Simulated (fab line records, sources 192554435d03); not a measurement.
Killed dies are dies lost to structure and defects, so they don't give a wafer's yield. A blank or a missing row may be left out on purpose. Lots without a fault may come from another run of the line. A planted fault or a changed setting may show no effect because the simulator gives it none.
fab line records | flow n5_finfet
record lots=10 wafers=30 last_day=17
route steps=1938 shown HKMG_FIN@430 BEOL_M4@1111 PASSIVATION@1936
lots that met no fault: from a run of the same line without faults
start_h: hours from the record's first day to the start of the lot's first wafer shown | wait_h: hours since the lot's step before | " the same as in the row above | L1.1+2: a row that stands for several wafers | - no value, or no start given | * or withheld: withheld | < > ~ a bound
route shown NAME@n: a module of which the file shows steps, and the number in the route of the first | usual: mean/standard deviation of fault-free wafers | same: alike in all rows | chamber/n: place in a boat | sites: the reading at each site | _std_site: their standard deviation | _edge_site: outer sites' mean less inner sites' | radius_mm: how far each site lies from the wafer's centre | mask NAME#n: copy n | behind: the tool/chamber that last shaped the wafer | hold: why the lot was held/for how many hours/how that ended | device: the transistor (n, p or np) that didn't switch | end of line: the same wafers' tests at the end of the route | a step without rows: its recipe alone | killed: dies lost to structure and defects at the first sort, not the wafer's yield | map: a wafer's dies, x killed, . not, _ none there
set.NAME: the setting as run; set.NAME@STEP: as run at that earlier step | model.NAME: the simulator's own value behind a step, which no gauge read
steps of the route over a sample of lots; a table a step, a row a wafer
services: from which hour (start_h, from the record's first day; less than 0 if before it) a tool's chamber was out of use, for how many hours, and why
## steps
# step N5_HKMG_FIN_CD_MEAS_12
# recipe target_cd_nm=92.8 landing_energy_ev=500 detector=se_inlens
# usual cd_nm=92.9/0.65
# columns lot.wafer tool chamber start_h wait_h cd_nm
L901.1 cd_sem-02 0 88.06 - 92.4
L901.4 " 0 " " 91.8
L901.5 " 0 " " 92.0
L903.1 cd_sem-01 0 97.96 - 91.6
L903.5 " 0 " " 91.9
L903.6 " 0 " " 92.6
L905.2 cd_sem-02 0 116.10 - 93.9
L905.3 " 0 " " 93.8
L905.6 " 0 " " 92.8
L909.1 cd_sem-03 0 140.37 - 94.2
L909.5 " 0 " " 94.0
L909.6 " 0 " " 93.4
L910.2 cd_sem-02 0 142.98 - 92.7
L910.3 " 0 " " 92.2
L910.4 " 0 " " 93.6
L911.1 cd_sem-02 0 150.68 - 92.7
L911.3 " 0 " " 93.1
L911.4 " 0 " " 93.8
L914.1 cd_sem-03 0 167.59 - 91.8
L914.2 " 0 " " 92.8
L914.3 " 0 " " 93.1
L916.1 cd_sem-02 0 175.53 - 92.3
L916.3 " 0 " " 92.8
L916.6 " 0 " " 92.6
L917.1 cd_sem-02 0 181.70 - 92.9
L917.2 " 0 " " 93.1
L917.4 " 0 " " 93.5
L922.1 cd_sem-02 0 215.48 - 91.9
L922.2 " 0 " " 93.2
L922.6 " 0 " " 92.0
# step N5_HKMG_FIN_DESCUM_17
# recipe chemistry=O2 time_s=7.9 source_power_w=50 bias_power_w=20 pressure_mtorr=20 rf_frequency_hz=2.712e+07 temp_c=40 resist=CAR-ArF o2_flow_sccm=225
# usual drypump_motor_current_A=5.7/0.55 oes_product_au=0.78/0.078 rf_fwd_power_W=49.3/0.31 rf_vpp_V=243.7/1.2 showerhead_plenum_p_Torr=2.12/0.057 throttle_valve_pct=20.52/0.24
# columns lot.wafer tool chamber start_h wait_h drypump_motor_current_A oes_product_au rf_fwd_power_W rf_hours_counter_h rf_vpp_V showerhead_plenum_p_Torr throttle_valve_pct
L901.1 rie_diel-05 0 88.14 0.0 6.6 0.71 49.5 209 243.3 2.07 20.29
L901.4 " 1 " " 5.8 0.83 49.1 63 244.9 2.20 20.47
L901.5 " 0 " " 6.6 0.71 49.5 - 243.5 2.07 20.29
L903.1 rie_diel-06 3 98.04 0.0 5.8 0.76 49.2 134 242.5 2.11 20.66
L903.5 " 0 " " 4.9 0.91 49.5 - 241.7 2.07 20.53
L903.6 " 3 " " 5.8 0.76 49.2 - 243.1 2.11 20.67
L905.2 rie_diel-01 0 116.42 0.3 5.1 0.87 49.2 37 243.1 2.04 20.39
L905.3 " 3 " " 5.3 0.74 49.3 185 243.9 2.18 20.99
L905.6 " 1 " " 5.9 0.67 49.6 - 241.3 2.06 20.68
L909.1 rie_diel-06 1 140.49 0.1 5.2 0.75 48.9 139 241.8 2.09 20.24
L909.5 " 1 " " 5.2 0.75 49.3 - 243.4 2.09 20.25
L909.6 " 2 " " 6.6 0.71 48.9 - 243.4 2.16 20.61
L910.2 rie_diel-05 1 143.07 0.0 5.8 0.80 49.4 83 244.8 2.20 20.51
L910.3 " 3 " " 5.7 0.88 49.2 36 244.6 2.20 19.96
L910.4 " 2 " " 5.1 0.70 49.8 204 245.0 2.16 20.61
L911.1 rie_diel-05 2 151.03 0.3 5.1 0.70 49.7 207 245.7 2.16 20.62
L911.3 " 0 " " 6.6 0.68 49.3 228 243.2 2.06 20.32
L911.4 " 1 " " 5.7 0.80 49.1 86 244.5 2.19 20.51
L914.1 rie_diel-05 3 167.68 0.0 5.7 0.86 50.1 44 246.1 2.20 19.99
L914.2 " 1 " " 5.7 0.80 49.5 92 244.9 2.19 20.53
L914.3 " 0 " " 6.5 0.68 49.5 234 243.4 2.06 20.33
L916.1 rie_diel-06 1 175.62 0.0 5.1 0.75 49.0 149 243.3 2.09 20.26
L916.3 " 2 " " 6.6 0.70 49.0 227 241.9 2.16 20.61
L916.6 " 0 " " 4.9 0.86 49.6 - 243.3 2.06 20.55
L917.1 rie_diel-06 0 182.00 0.2 4.9 0.87 49.8 48 241.6 2.06 20.57
L917.2 " 2 " " 6.6 0.70 48.8 228 244.0 2.16 20.62
L917.4 " 1 " " 5.2 0.74 48.6 150 242.7 2.09 20.26
L922.1 rie_diel-06 1 215.57 0.0 5.1 0.74 49.1 161 242.6 2.08 20.29
L922.2 " 3 " " 5.8 0.72 49.2 173 241.9 2.09 20.72
L922.6 " 3 " " 5.8 0.72 49.2 - 242.5 2.09 20.73
# step N5_HKMG_FIN_ETCH_35
# recipe chemistry=N2/H2 target=SOC target_depth_a=2158 ion_energy_ev=65 bias_w=5 source_w=3000 time_s=243.4 pressure_mtorr=30 n2_flow_sccm=200 h2_flow_sccm=200
# usual bias_w=5.001/0.016 chamber_pressure_mTorr=30.000/0.027 drypump_motor_current_A=5.7/0.55 oes_product_au=0.78/0.076 rf_fwd_power_W=2991/9.8 rf_vpp_V=141.9/0.97 showerhead_plenum_p_Torr=2.57/0.074 throttle_valve_pct=17.87/0.22
# columns lot.wafer tool chamber start_h wait_h bias_w chamber_pressure_mTorr drypump_motor_current_A oes_product_au rf_fwd_power_W rf_hours_counter_h rf_vpp_V showerhead_plenum_p_Torr throttle_valve_pct
L901.1 rie_diel-05 0 88.45 0.0 5.006 30.006 6.6 0.71 2993 209 140.7 2.51 17.87
L901.4 " 1 " " 5.008 30.012 5.8 0.83 2974 64 143.2 2.69 17.94
L901.5 " 0 " " 5.002 30.000 6.6 0.70 2991 - 142.4 2.51 17.87
L903.1 rie_diel-06 3 98.35 0.0 5.008 29.988 5.8 0.76 2981 134 141.5 2.55 18.00
L903.5 " 0 " " 5.000 29.968 5.0 0.90 2992 - 141.5 2.50 17.74
L903.6 " 3 " " 4.993 30.028 5.8 0.76 2987 - 142.2 2.55 18.01
L905.2 rie_diel-01 0 116.72 0.0 4.982 30.011 5.2 0.86 2978 37 141.0 2.46 17.62
L905.3 " 3 " " 5.001 30.003 5.2 0.74 3011 185 142.1 2.62 18.18
L905.6 " 1 " " 5.013 29.991 5.9 0.67 3014 - 141.3 2.50 18.10
L909.1 rie_diel-06 1 140.79 0.0 - - - - - - - - -
L909.5 " 1 " " - - - - - - - - -
L909.6 " 2 " " - - - - - - - - -
L910.2 rie_diel-05 1 143.37 0.0 - - - - - - - - -
L910.3 " 3 " " - - - - - - - - -
L910.4 " 2 " " - - - - - - - - -
L911.1 rie_diel-05 2 151.33 0.0 - - - - - - - - -
L911.3 " 0 " " - - - - - - - - -
L911.4 " 1 " " - - - - - - - - -
L914.1 rie_diel-05 3 167.98 0.0 4.984 30.011 5.7 0.87 2998 45 142.8 2.69 17.49
L914.2 " 1 " " 5.001 30.007 5.7 0.80 2996 92 142.3 2.67 17.99
L914.3 " 0 " " 5.006 30.057 6.6 0.68 2992 234 141.4 2.50 17.90
L916.1 rie_diel-06 1 175.92 0.0 5.009 29.999 5.2 0.75 2967 149 141.9 2.53 17.58
L916.3 " 2 " " 5.008 30.025 6.6 0.70 2988 227 143.5 2.61 17.88
L916.6 " 0 " " 5.002 30.013 4.9 0.85 2990 - 141.1 2.48 17.78
L917.1 rie_diel-06 0 182.30 0.0 4.978 29.997 4.9 0.85 2987 48 141.2 2.48 17.78
L917.2 " 2 " " 4.995 29.955 6.6 0.69 2995 228 141.4 2.61 17.87
L917.4 " 1 " " 5.007 29.971 5.2 0.75 2999 151 140.5 2.53 17.59
L922.1 rie_diel-06 1 215.87 0.0 5.012 29.985 5.2 0.73 2967 162 141.3 2.53 17.60
L922.2 " 3 " " 4.981 29.973 5.8 0.72 2995 173 141.9 2.54 18.07
L922.6 " 3 " " 4.967 30.011 5.8 0.72 2998 - 141.4 2.54 18.06
# step N5_HKMG_FIN_STRIP_92
# recipe chemistry=N2/H2 material=SOC time_s=20 power_w=500 temp_c=40 pressure_mtorr=50 rf_frequency_hz=6e+07 bias_power_w=8 h2_frac=0.5 n2_flow_sccm=300 h2_flow_sccm=300
# usual drypump_motor_current_A=5.7/0.55 oes_product_au=0.78/0.075 rf_fwd_power_W=496.1/2.4 rf_vpp_V=54.3/0.78 showerhead_plenum_p_Torr=3.40/0.094 throttle_valve_pct=18.9/0.31
# columns lot.wafer tool chamber start_h wait_h drypump_motor_current_A oes_product_au rf_fwd_power_W rf_hours_counter_h rf_vpp_V showerhead_plenum_p_Torr throttle_valve_pct
L901.1 rie_diel-05 0 88.59 0.1 6.6 0.71 494.8 209 53.1 3.32 19.4
L901.4 " 1 " " 5.8 0.83 494.5 64 55.1 3.54 19.1
L901.5 " 0 " " 6.6 0.71 496.4 - 53.5 3.32 19.4
L903.1 rie_diel-06 3 98.49 0.1 5.8 0.76 496.3 134 54.6 3.37 19.1
L903.5 " 0 " " 4.9 0.90 497.4 - 53.3 3.30 18.8
L903.6 " 3 " " 5.8 0.76 493.8 - 53.8 3.37 19.1
L905.2 rie_diel-01 0 116.87 0.1 5.1 0.85 498.1 37 54.4 3.26 18.6
L905.3 " 3 " " 5.2 0.73 497.2 185 53.9 3.46 19.2
L905.6 " 1 " " 5.9 0.67 496.6 - 53.2 3.31 19.3
L909.1 rie_diel-06 1 140.94 0.1 5.2 0.76 492.5 139 54.1 3.35 18.4
L909.5 " 1 " " 5.2 0.77 494.1 - 53.1 3.35 18.5
L909.6 " 2 " " 6.6 0.70 489.3 - 54.1 3.44 18.7
L910.2 rie_diel-05 1 143.52 0.1 5.7 0.81 494.7 83 54.7 3.53 19.2
L910.3 " 3 " " 5.7 0.87 499.9 36 54.1 3.55 18.6
L910.4 " 2 " " 5.2 0.70 496.7 204 54.3 3.48 19.2
L911.1 rie_diel-05 2 151.48 0.1 5.1 0.69 498.8 207 55.8 3.48 19.2
L911.3 " 0 " " 6.6 0.69 494.4 228 53.7 3.31 19.4
L911.4 " 1 " " 5.7 0.79 495.2 86 54.3 3.53 19.2
L914.1 rie_diel-05 3 168.13 0.1 5.7 0.85 499.9 45 53.0 3.55 18.6
L914.2 " 1 " " 5.8 0.79 495.6 92 54.8 3.53 19.2
L914.3 " 0 " " 6.6 0.68 496.3 235 53.1 3.31 19.4
L916.1 rie_diel-06 1 176.07 0.1 5.2 0.76 494.0 149 54.1 3.35 18.5
L916.3 " 2 " " 6.6 0.69 492.8 227 52.9 3.44 18.7
L916.6 " 0 " " 4.9 0.84 498.6 - 53.9 3.29 18.8
L917.1 rie_diel-06 0 182.45 0.1 5.0 0.85 496.8 48 53.6 3.28 18.8
L917.2 " 2 " " 6.6 0.69 494.9 228 55.3 3.44 18.7
L917.4 " 1 " " 5.2 0.75 492.1 151 53.2 3.35 18.5
L922.1 rie_diel-06 1 216.02 0.1 5.2 0.75 496.2 162 55.8 3.34 18.5
L922.2 " 3 " " 5.8 0.73 494.6 173 54.0 3.35 19.2
L922.6 " 3 " " 5.8 0.72 494.1 - 56.1 3.35 19.1
# step N5_BEOL_M4_RC_MEAS_101
# usual DIBL_N=35.8/1.6 DIBL_P=36.0/2.1 IOFF_N=0.153/0.026 IOFF_N_LONG=5.5e-05/3e-06 IOFF_P=0.21/0.037 ION_N=673/11 ION_P=462/7.6 SS_N=71.4/0.53 SS_P=73.2/0.67 VT_N=250/3.2 VT_N_LONG=274.6/2.2 VT_N_LVT=99/3.3 VT_P=-250/3.7
# columns lot.wafer tool chamber start_h wait_h DIBL_N[mV/V] DIBL_P[mV/V] IOFF_N[nA/um] IOFF_N_LONG[nA/um] IOFF_P[nA/um] ION_N[uA/um] ION_P[uA/um] SS_N[mV/dec] SS_P[mV/dec] VT_N[mV] VT_N_LONG[mV] VT_N_LVT[mV] VT_P[mV]
L901.1 prober-01 0 191.95 0.0 36.7 38.9 0.176 5.7e-05 0.28 693 472 71.4 74.1 250 272.7 100 -243
L901.4 " 0 " " 37.7 40.2 0.201 5.7e-05 0.32 682 477 72.1 74.1 246 276.1 98 -240
L901.5 " 0 " " 35.7 37.7 0.146 5.7e-05 0.26 673 470 71.0 73.2 252 272.1 104 -244
L903.1 prober-01 0 198.14 0.0 37.5 36.1 0.193 6.3e-05 0.24 691 468 71.4 73.7 245 269.9 95 -246
L903.5 " 0 " " 37.4 36.3 0.183 6.2e-05 0.25 685 471 70.9 73.9 246 271.3 96 -243
L903.6 " 0 " " 36.8 35.5 0.180 6.4e-05 0.24 697 476 70.6 72.9 245 270.3 96 -243
L905.2 prober-02 0 207.61 0.2 37.0 38.7 0.192 5.5e-05 0.25 690 467 71.4 73.6 248 275.0 96 -247
L905.3 " 0 " " 35.2 35.6 0.153 5.5e-05 0.20 680 464 71.2 73.2 250 277.0 99 -253
L905.6 " 0 " " 35.6 36.5 0.159 5.5e-05 0.21 670 463 71.8 72.8 252 272.9 98 -250
L910.2 prober-01 0 245.42 0.2 35.2 36.0 0.000 3e-05 0.18 240 455 71.9 73.3 459 478.2 303 -252
L910.3 " 0 " " 37.1 39.2 0.000 2.9e-05 0.24 239 452 71.4 74.0 452 479.4 300 -250
L910.4 " 0 " " 36.0 37.5 0.000 2.9e-05 0.22 240 460 71.9 73.7 455 477.2 304 -251
L914.1 prober-01 0 268.62 0.0 35.8 36.5 0.149 5.5e-05 0.22 669 465 71.6 73.4 252 275.3 102 -251
L914.2 " 0 " " 36.1 37.6 0.159 5.4e-05 0.25 666 470 71.6 73.5 251 274.4 102 -246
L914.3 " 0 " " 36.9 37.6 0.176 5.5e-05 0.23 691 473 72.4 73.8 251 276.9 100 -249
L917.1 prober-02 0 274.61 0.0 35.1 34.1 0.127 5.4e-05 0.16 657 454 71.6 72.5 253 274.1 101 -257
L917.2 " 0 " " 35.8 34.5 0.131 5.3e-05 0.16 661 452 71.3 72.6 254 276.9 101 -257
L917.4 " 0 " " 32.7 30.9 0.093 5.4e-05 0.12 662 448 70.3 71.9 259 275.2 105 -255
L916.1 prober-01 0 275.89 0.0 35.1 36.0 0.145 5.5e-05 0.19 665 459 70.7 73.7 251 273.9 98 -252
L916.3 " 0 " " 35.1 35.8 0.148 5.6e-05 0.19 671 458 71.4 72.8 249 274.0 99 -250
L916.6 " 0 " " 37.1 38.2 0.178 5.6e-05 0.22 678 460 72.4 74.1 249 272.5 98 -252
L922.1 prober-01 0 306.13 0.0 38.3 36.3 0.182 5.4e-05 0.21 675 454 71.5 73.9 248 275.4 97 -251
L922.2 " 0 " " 34.6 32.5 0.124 5.4e-05 0.17 668 456 71.3 72.6 254 274.5 100 -253
L922.6 " 0 " " 35.0 33.8 0.136 5.4e-05 0.18 665 461 71.1 73.1 249 274.4 99 -253
# step N5_PASSIVATION_PROBE_49
# usual defect_limited_yield=91.3/1.5 killed_at_M0_to_M3=33/12 killed_at_M4_up=13/5.2 killed_at_contacts=13/6.7 killed_at_front_end=40/11 killed_at_other=4.1/2.7 killed_dies=103/17 killed_open=69/13 killed_short=33/8.4 sort_bin_5_function=5.1/1 sort_bin_6_memory=3.2/0.62 sort_n_pass=1077/17 sort_yield_pct=91.3/1.5
# same gross_dies=1180 killed_at_back_side=0 sort_bin_4_leakage[%]=0 sort_bin_8_speed[%]=0
# columns lot.wafer tool chamber start_h wait_h defect_limited_yield[%] killed_at_M0_to_M3 killed_at_M4_up killed_at_contacts killed_at_front_end killed_at_other killed_dies killed_open killed_short sort_bin_5_function[%] sort_bin_6_memory[%] sort_n_pass sort_yield_pct[%]
L903.1 prober-01 - 299.41 0.0 91.4 39 21 2 30 9 101 71 30 5.5 2.7 1079 91.4
L903.5 prober-01 - 299.61 0.2 90.6 45 25 4 26 11 111 73 37 5.8 3.3 1069 90.6
L903.6 prober-01 - 299.66 0.3 91.8 27 26 2 36 6 97 64 31 4.3 3.5 1083 91.8
L905.2 prober-02 - 315.25 0.1 93.5 18 16 12 25 6 77 47 29 3.4 2.6 1103 93.5
L905.3 prober-02 - 315.30 0.1 90.5 57 8 6 35 6 112 65 47 5.8 3.2 1068 90.5
L905.6 prober-02 - 315.45 0.3 89.6 42 18 3 54 6 123 67 54 5.8 4.2 1057 89.6
L916.1 prober-02 - 388.15 0.0 90.3 40 19 4 46 6 115 86 27 6.0 3.6 1065 90.3
L916.3 prober-02 - 388.25 0.1 93.7 29 11 8 24 2 74 49 24 3.3 2.8 1106 93.7
L916.6 prober-02 - 388.40 0.3 89.6 40 27 2 48 6 123 82 41 5.8 4.2 1057 89.6
L917.1 prober-01 - 390.72 0.0 88.0 61 15 10 54 2 142 108 32 7.4 4.3 1038 88.0
L917.2 prober-01 - 390.77 0.1 91.3 37 14 10 39 3 103 69 34 5.6 2.8 1077 91.3
L917.4 prober-01 - 390.87 0.2 91.9 31 10 5 44 5 95 66 28 4.7 3.1 1085 91.9
L922.1 prober-02 - 410.63 0.0 90.3 41 15 25 33 1 115 85 30 5.2 3.6 1065 90.3
L922.2 prober-02 - 410.68 0.1 92.4 26 20 14 24 6 90 61 29 4.3 2.8 1090 92.4
L922.6 prober-02 - 410.88 0.3 91.9 28 20 18 28 2 96 71 25 5.1 2.9 1084 91.9
# killed by level:class
L903.1 BEOL_M4:geometric_particle:open=12 BEOL_M0_SAQP:geometric_particle:short=9 BEOL_M0_SAQP:geometric_particle:open=9 STI_FIN_REVEAL:geometric_particle:open=7 BEOL_M0:geometric_particle:open=6 BEOL_M3:geometric_particle:open=5 FIN_SAQP:geometric_particle:open=4 DUMMY_GATE:geometric_particle:open=3
L903.5 BEOL_M3:geometric_particle:open=12 BEOL_M0_SAQP:geometric_particle:short=10 BEOL_M4:geometric_particle:open=10 BEOL_M0:geometric_particle:open=7 STI_FIN_REVEAL:geometric_particle:open=6 DUMMY_GATE:geometric_particle:open=6 BEOL_M0_SAQP:geometric_particle:open=6 GATE_CUT:geometric_particle:short=4
L903.6 BEOL_M4:geometric_particle:open=18 STI_FIN_REVEAL:geometric_particle:open=14 FIN_SAQP:geometric_particle:open=5 BEOL_M0_SAQP:geometric_particle:short=5 BEOL_M0_SAQP:geometric_particle:open=5 BEOL_M4:geometric_particle:short=5 BEOL_M1:geometric_particle:open=5 BEOL_M3:geometric_particle:open=4
L905.2 MOL_CONTACT_COAG:geometric_particle:open=11 BEOL_M0_SAQP:geometric_particle:short=7 DUMMY_GATE:geometric_particle:open=6 GATE_CUT:geometric_particle:short=6 STI_FIN_REVEAL:geometric_particle:open=4 BEOL_M0_SAQP:geometric_particle:open=4 BEOL_M1:geometric_particle:open=4 BEOL_M5:geometric_particle:open=4
L905.3 BEOL_M0_SAQP:geometric_particle:open=15 BEOL_M2:geometric_particle:open=13 BEOL_M0_SAQP:geometric_particle:short=10 FIN_SAQP:geometric_particle:short=9 FIN_SAQP:geometric_particle:open=7 STARTING-WAFER:geometric_particle:short=5 MOL_CONTACT_COAG:geometric_particle:open=4 BEOL_M1:geometric_particle:open=4
L905.6 FIN_SAQP:geometric_particle:short=20 BEOL_M0_SAQP:geometric_particle:short=12 FIN_SAQP:geometric_particle:open=10 BEOL_M1:geometric_particle:open=8 STI_FIN_REVEAL:geometric_particle:open=7 BEOL_M0_SAQP:geometric_particle:open=6 BEOL_M4:geometric_particle:open=6 BEOL_M2:geometric_particle:open=4
L916.1 STI_FIN_REVEAL:geometric_particle:open=16 BEOL_M2:geometric_particle:open=12 BEOL_M1:geometric_particle:open=10 FIN_SAQP:geometric_particle:open=6 BEOL_M3:geometric_particle:open=6 FIN_SAQP:geometric_particle:short=5 BEOL_M0_SAQP:geometric_particle:open=5 DUMMY_GATE:geometric_particle:short=5
L916.3 BEOL_M2:geometric_particle:open=11 BEOL_M1:geometric_particle:open=9 FIN_SAQP:geometric_particle:open=6 MOL_CONTACT_COAG:geometric_particle:open=6 STI_FIN_REVEAL:geometric_particle:open=4 BEOL_M4:geometric_particle:open=4 FIN_SAQP:geometric_particle:short=3 DUMMY_GATE:geometric_particle:open=3
L916.6 BEOL_M4:geometric_particle:open=15 FIN_SAQP:geometric_particle:open=14 BEOL_M2:geometric_particle:open=10 FIN_SAQP:geometric_particle:short=9 BEOL_M0_SAQP:geometric_particle:short=9 DUMMY_GATE:geometric_particle:open=8 BEOL_M0_SAQP:geometric_particle:open=7 BEOL_M1:geometric_particle:open=5
L917.1 STI_FIN_REVEAL:geometric_particle:open=22 BEOL_M3:geometric_particle:open=18 BEOL_M1:geometric_particle:open=11 FIN_SAQP:geometric_particle:open=10 BEOL_M2:geometric_particle:open=8 FIN_SAQP:geometric_particle:short=7 BEOL_M0_SAQP:geometric_particle:open=7 MOL_CONTACT_COAG:geometric_particle:open=6
L917.2 BEOL_M0_SAQP:geometric_particle:open=10 MOL_CONTACT_COAG:geometric_particle:open=10 BEOL_M0_SAQP:geometric_particle:short=10 FIN_SAQP:geometric_particle:short=8 STI_FIN_REVEAL:geometric_particle:open=7 BEOL_M2:geometric_particle:open=6 FIN_SAQP:geometric_particle:open=5 BEOL_M7:geometric_particle:open=4
L917.4 STI_FIN_REVEAL:geometric_particle:open=12 FIN_SAQP:geometric_particle:open=10 BEOL_M1:geometric_particle:open=10 FIN_SAQP:geometric_particle:short=6 BEOL_M0_SAQP:geometric_particle:short=6 BEOL_M0_SAQP:geometric_particle:open=6 MOL_CONTACT_COAG:geometric_particle:open=4 BEOL_M2:geometric_particle:open=4
L922.1 MOL_CONTACT_COAG:geometric_particle:open=21 FIN_SAQP:geometric_particle:open=19 BEOL_M3:geometric_particle:open=10 BEOL_M4:geometric_particle:open=10 FIN_SAQP:geometric_particle:short=7 BEOL_M2:geometric_particle:open=7 BEOL_M0_SAQP:geometric_particle:short=7 BEOL_M0_SAQP:geometric_particle:open=6
L922.2 MOL_CONTACT_COAG:geometric_particle:open=11 BEOL_M4:geometric_particle:open=10 FIN_SAQP:geometric_particle:open=9 BEOL_M3:geometric_particle:open=6 FIN_SAQP:geometric_particle:short=5 BEOL_M0_SAQP:geometric_particle:short=4 BEOL_M0_SAQP:geometric_particle:open=4 BEOL_M2:geometric_particle:open=4
L922.6 MOL_CONTACT_COAG:geometric_particle:open=16 BEOL_M4:geometric_particle:open=13 BEOL_M2:geometric_particle:open=10 DUMMY_GATE:geometric_particle:open=7 FIN_SAQP:geometric_particle:open=6 FIN_SAQP:geometric_particle:short=5 BEOL_M0:geometric_particle:open=5 BEOL_M1:geometric_particle:open=5
## services
# columns tool chamber start_h hours kind
rie_diel-06 3 73.64 6.6 repair
rie_diel-05 2 80.74 5.5 repair
rie_diel-05 0 110.92 6.6 repair
rie_diel-06 1 116.06 7.0 repair
rie_diel-01 1 140.38 - clean
rie_diel-01 1 140.38 - consumable_replace:focus_ring
rie_diel-01 1 140.38 15.4 scheduled_down
rie_diel-01 1 140.38 15.4 vent_cycle
rie_diel-01 1 194.65 3.8 repair
rie_diel-05 1 208.51 1.2 repair
rie_diel-05 0 212.49 - clean
rie_diel-05 0 212.49 - consumable_replace:focus_ring
rie_diel-05 0 212.49 26.6 scheduled_down
rie_diel-05 0 212.49 26.6 vent_cycle
## key
first_sign step=N5_HKMG_FIN_ETCH_35 reading=tool_record direction=missing
effect step=N5_BEOL_M4_RC_MEAS_101 reading=VT_N_LONG direction=up sigmas=91 usual=274.6 struck=478.3
effect step=N5_BEOL_M4_RC_MEAS_101 reading=VT_N direction=up sigmas=64 usual=250 struck=455
effect step=N5_BEOL_M4_RC_MEAS_101 reading=VT_N_LVT direction=up sigmas=62 usual=99 struck=303
effect step=N5_BEOL_M4_RC_MEAS_101 reading=ION_N direction=down sigmas=40 usual=673 struck=240
effect step=N5_BEOL_M4_RC_MEAS_101 reading=IOFF_N_LONG direction=down sigmas=8.6 usual=5.5e-05 struck=2.9e-05
effect step=N5_BEOL_M4_RC_MEAS_101 reading=IOFF_N direction=down sigmas=5.8 usual=0.153 struck=0.000
met_at N5_HKMG_FIN_ETCH_35
struck_lots L909,L910,L911
rows_end L909.1,L909.5,L909.6,L910.2,L910.3,L910.4,L911.1,L911.3,L911.4
not_acting_at N5_HKMG_FIN_CD_MEAS_12,N5_HKMG_FIN_DESCUM_17,N5_HKMG_FIN_STRIP_92
onset_between 98.35 140.79
fault kind=skipped_step_whole tool=rie_diel-05,rie_diel-06 chamber=- onset_h=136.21 steps=N5_HKMG_FIN_ETCH_35 scope=struck_lots_only
# rows_end: these wafers met a further fault down the route, and their rows from its step on are left out
